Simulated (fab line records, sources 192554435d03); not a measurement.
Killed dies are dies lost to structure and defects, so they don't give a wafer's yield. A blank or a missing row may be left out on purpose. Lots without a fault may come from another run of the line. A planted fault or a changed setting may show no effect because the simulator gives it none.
One fault seen from 2 desks | flow n5_finfet | each desk has only its own numbers; what lay behind them comes last

THE TOOL OWNER'S DESK: litho_track-02
The tool's own readings at N5_MOL_CONTACT_COAG_COAT_76 (time 60 s, resist thk 10 nm): means of the sampled wafers that have a number, for each lot that ran on this tool. A lot is out of limits, marked OUT, if its mean lies more than 4 standard deviations from the usual mean; the brackets give that distance.
Columns: A = spin_speed_rpm at N5_MOL_CONTACT_COAG_COAT_76, usual 1500.0 rpm
lot  | first seen here | A
L799 | day 5 06:47     | 1499.6
L804 | day 6 11:35     | 1582.8 (+83) OUT
L805 | day 6 17:49     | 1582.4 (+82) OUT
L815 | day 9 10:20     | 1500.9
L816 | day 9 18:08     | 1500.2
This desk's finding: out of limits on L804, L805; first on L804, day 6 11:35 (spin_speed_rpm at N5_MOL_CONTACT_COAG_COAT_76). In limits: L799, L815, L816.

THE METROLOGY DESK
What the gauges read, lot by lot, whatever tool the lot ran on: means of the sampled wafers that have a number. A lot is out of limits, marked OUT, if its mean lies more than 4 standard deviations from the usual mean; the brackets give that distance. Of its 10 readings 7 are shown: those that lie furthest out on some lot.
Columns: A = IOFF_N at N5_BEOL_M4_RC_MEAS_101, usual 0.17 nA/um; B = IOFF_P at N5_BEOL_M4_RC_MEAS_101, usual 0.22 nA/um; C = ION_N at N5_BEOL_M4_RC_MEAS_101, usual 679 uA/um; D = ION_P at N5_BEOL_M4_RC_MEAS_101, usual 465 uA/um; E = SS_P at N5_BEOL_M4_RC_MEAS_101, usual 73.6 mV/dec; F = VT_N at N5_BEOL_M4_RC_MEAS_101, usual 249 mV; G = VT_P at N5_BEOL_M4_RC_MEAS_101, usual -249 mV
lot  | first seen here | A    | B    | C   | D   | E    | F   | G
L799 | day 10 13:54    | 0.18 | 0.23 | 684 | 468 | 73.5 | 246 | -249
L800 | day 10 23:23    | 0.14 | 0.20 | 673 | 462 | 73.8 | 253 | -253
L805 | day 12 13:52    | 0.18 | 0.23 | 683 | 466 | 73.4 | 249 | -249
L804 | day 13 10:34    | 0.18 | 0.25 | 687 | 471 | 73.2 | 248 | -247
L815 | day 15 06:29    | 0.18 | 0.27 | 671 | 464 | 73.8 | 247 | -247
L816 | day 16 03:49    | 0.16 | 0.22 | 680 | 466 | 73.5 | 250 | -251
L818 | day 16 07:55    | 0.15 | 0.18 | 675 | 459 | 73.2 | 250 | -253
L820 | day 16 15:03    | 0.24 | 0.34 | 709 | 489 | 74.7 | 242 | -239
L821 | day 16 17:29    | 0.14 | 0.19 | 659 | 452 | 73.2 | 250 | -253
This desk's finding: nothing out of limits on any of the 9 lots.

PUT TOGETHER
The tool owner's desk could have raised an alarm at day 6 11:35, on L804, L805.
The metrology desk saw nothing out of limits.
The metrology desk has L804, L805 on record, within its limits.
Of the lots named, all ran N5_MOL_CONTACT_COAG_COAT_76 on litho_track-02.

WHAT THE SIMULATOR HAD PUT IN
Process parameter drift: litho_track-02, from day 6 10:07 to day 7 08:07, at N5_MOL_CONTACT_COAG_COAT_76. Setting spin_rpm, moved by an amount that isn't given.
Lots struck among those shown: L804, L805.
Hours from the fault's start to each desk's first reading out of limits: the tool owner's desk, 1.
